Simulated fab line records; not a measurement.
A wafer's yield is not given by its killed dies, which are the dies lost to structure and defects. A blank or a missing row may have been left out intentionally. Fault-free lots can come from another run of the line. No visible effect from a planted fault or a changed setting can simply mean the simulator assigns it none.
Problem report, 8D (eight disciplines) form, completed by code	flow nandHarc	the parts of the form that need people (team, actions taken, sign-off) are left out

== 1. WHAT WENT WRONG ==
Wafers without a fault read 60.00 mTorr, standard deviation 0.055; chamberPressureMTorr at NHARC_A_CHANNEL_HOLE_D2_STRIP_28 reads a mean of 63.14 mTorr on 6 wafers belonging to 2 lots. Relative to the usual mean, that is a shift of +57 standard deviations.
The step: strips in O2.
Earliest sighting: wafer L338.4 on rieDiel-11 at day 18 10:34. The record has a number at this step for 33 wafers belonging to 11 lots. By rule, "out" or "out of limits" means more than 4 standard deviations away from the usual mean. The rest of the wafers with a number are treated as sound.

== 2. WHAT IT IS; WHAT IT IS NOT ==
question	is	is not
which readings at this step	chamberPressureMTorr	drypumpMotorCurrentA, o2FlowSccm, rfVppV, showerheadPlenumPTorr, throttleValvePct
which lots	L338, L340	L324, L326, L329, L330, L331, L332, L345, L346, L347
which wafers of those lots	all that have a number	-
read on which tools	rieDiel-11	rieDiel-12
when	from day 18 10:34	up to then (18 sound wafers); but 9 sound wafers of L345, L346, L347 came after

== 3. WHAT RULES OUT EACH SUSPECT ==
Counting: any tool at a process step up to the reading is kept as a suspect provided that every lot that is out went through it and no sound lot did after the first of them.
- rieDiel-11 at NHARC_A_CHANNEL_HOLE_D2_STRIP_28 (strips in O2): ruled out as a lasting fault. After its first lot that is out, L338 (day 18 10:34), sound lots L346, L347 ran on it.
Left after counting: nothing in the record.

== 4. THE CAUSE (what the simulator had put in) ==
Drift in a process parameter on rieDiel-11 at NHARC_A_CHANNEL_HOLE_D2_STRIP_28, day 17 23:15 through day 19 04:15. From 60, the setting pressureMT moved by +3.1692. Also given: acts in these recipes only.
Counting ruled it out, wrongly.

== 5. THE EFFECT CHAIN, in route order ==
Each row: a reading whose mean over the struck wafers that have a number lies more than 3 standard deviations from the usual. Only readings for which the record gives a usual standard deviation are gone through. hours: the time from each lot's start at the first step in this table that gives one to its start at this step, as a median over the lots. sigmas: the change in usual standard deviations.
hours	step	reading	usual	on struck wafers	change	sigmas
0	NHARC_A_CHANNEL_HOLE_D2_STRIP_28	chamberPressureMTorr	60.00 mTorr	63.14	+3.14	+57
Its process steps:
- NHARC_A_CHANNEL_HOLE_D2_STRIP_28: strips in O2.

== 6. HOW IT WOULD HAVE BEEN CAUGHT EARLIER ==
The fault began at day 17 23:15; the first out-of-limits reading in this record came at day 18 10:34, 11 hours later.
